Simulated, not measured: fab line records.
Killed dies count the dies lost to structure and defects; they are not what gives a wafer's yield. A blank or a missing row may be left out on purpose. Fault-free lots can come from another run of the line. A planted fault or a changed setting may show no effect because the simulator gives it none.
Chamber matching    flow n5Finfet    cmp-02 running N5_BEOL_M12_CMP_49: 4 sister chambers
The step polishes, stops on SiOC, t overpolish 20.6 s, target thk 320 nm. 8 wafers are shown with their chamber, then 12 later ones without.

== WAFERS WITH THEIR CHAMBER ==
wafer   chamber  motorCurrentA (A)  overpolishRunS (s)
L084.2  1        6.0                20.607
L084.6  0        7.2                20.602
L082.1  0        7.3                20.602
L082.2  2        6.9                20.598
L082.6  1        6.5                20.590
L085.1  3        6.2                20.589
L085.5  3        6.1                20.583
L085.6  2        7.0                20.604

== WAFERS WITH NO CHAMBER GIVEN ==
wafer   motorCurrentA (A)  overpolishRunS (s)
L089.1  7.1                20.592
L089.3  6.3                20.591
L089.4  6.3                20.601
L088.1  7.3                20.581
L088.4  6.0                20.598
L088.5  5.9                20.589
L094.1  6.0                20.594
L094.2  7.2                20.604
L094.6  7.1                20.599
L095.3  7.0                20.598
L095.5  6.9                20.606
L095.6  6.1                20.601

== EACH ONE'S CHAMBER ==
wafer   from the rows above      in truth
L089.1  can't be placed: 2 or 0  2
L089.3  can't be placed: 3 or 1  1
L089.4  can't be placed: 1 or 3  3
L088.1  can't be placed: 0 or 2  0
L088.4  can't be placed: 1 or 3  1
L088.5  can't be placed: 3 or 1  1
L094.1  can't be placed: 3 or 1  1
L094.2  can't be placed: 0 or 2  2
L094.6  can't be placed: 2 or 0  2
L095.3  can't be placed: 2 or 0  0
L095.5  can't be placed: 2 or 0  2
L095.6  can't be placed: 1 or 3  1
0 of 12 placed correctly. Unplaceable from these rows: 12, with the true chamber sitting among the candidates in 12. Wrongly placed: 0.
How it was worked out, from the rows above alone: a wafer's distance from a chamber is the root of the sum, over the readings, of the square of ((its reading less the chamber's mean) divided by the reading's scatter). The wafer belongs to the nearest chamber; if the next one is less than 2 further off, it can't be placed. Each chamber's mean is taken over the wafers shown for it. The scatter is the square root of a quotient: the sum, over the shown wafers, of each reading's squared deviation from its chamber's mean, divided by wafers minus chambers.
